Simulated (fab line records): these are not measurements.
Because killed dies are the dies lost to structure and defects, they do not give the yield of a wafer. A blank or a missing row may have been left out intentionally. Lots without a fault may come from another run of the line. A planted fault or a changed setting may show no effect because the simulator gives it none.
Matching of chambers + flow nandHarc + 4 sister chambers for NHARC_A_CHANNEL_FILL_D1_ALD_14 on aldHk-02
The step deposits SiO2, target thk 2.5 nm, pulse time 10 s, ald cycles 25. 4 wafers are shown with their chamber, then 9 later ones without.

== WAFERS WITH THEIR CHAMBER ==
| wafer  | chamber | heaterPowerW (W) |
|--------|---------|------------------|
| L083.4 | 1       | 434              |
| L083.6 | 3       | 434              |
| L081.1 | 2       | 441              |
| L081.6 | 0       | 419              |

== WAFERS WITH NO CHAMBER GIVEN ==
| wafer  | heaterPowerW (W) |
|--------|------------------|
| L084.2 | 419              |
| L084.3 | 438              |
| L084.6 | 409              |
| L089.1 | 437              |
| L089.4 | 420              |
| L089.5 | 444              |
| L093.1 | 427              |
| L093.2 | 444              |
| L093.3 | 412              |

== THE CHAMBER EACH PASSED THROUGH ==
| wafer  | from the rows above               | in truth |
|--------|-----------------------------------|----------|
| L084.2 | 0                                 | 0        |
| L084.3 | can't be placed: 2 or 1 or 3      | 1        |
| L084.6 | 0                                 | 0        |
| L089.1 | can't be placed: 1 or 3 or 2      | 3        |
| L089.4 | 0                                 | 0        |
| L089.5 | can't be placed: 2 or 1 or 3      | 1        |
| L093.1 | can't be placed: 1 or 3 or 0 or 2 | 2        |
| L093.2 | can't be placed: 2 or 1 or 3      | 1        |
| L093.3 | 0                                 | 0        |
4 of 9 placed correctly. These rows do not allow placing 5 (true chamber among the candidates in 5). Placed wrongly: 0.
How it was worked out, from the rows above alone: a wafer's distance from a chamber is the root of the sum, over the readings, of the square of ((its reading less the chamber's mean) divided by the reading's scatter). The wafer belongs to the nearest chamber; if the next one is less than 2 further off, it can't be placed. A chamber's mean is the mean of its shown wafers. The scatter: root of mean squared gap, hidden wafer to nearest shown wafer, with one shown wafer a chamber.
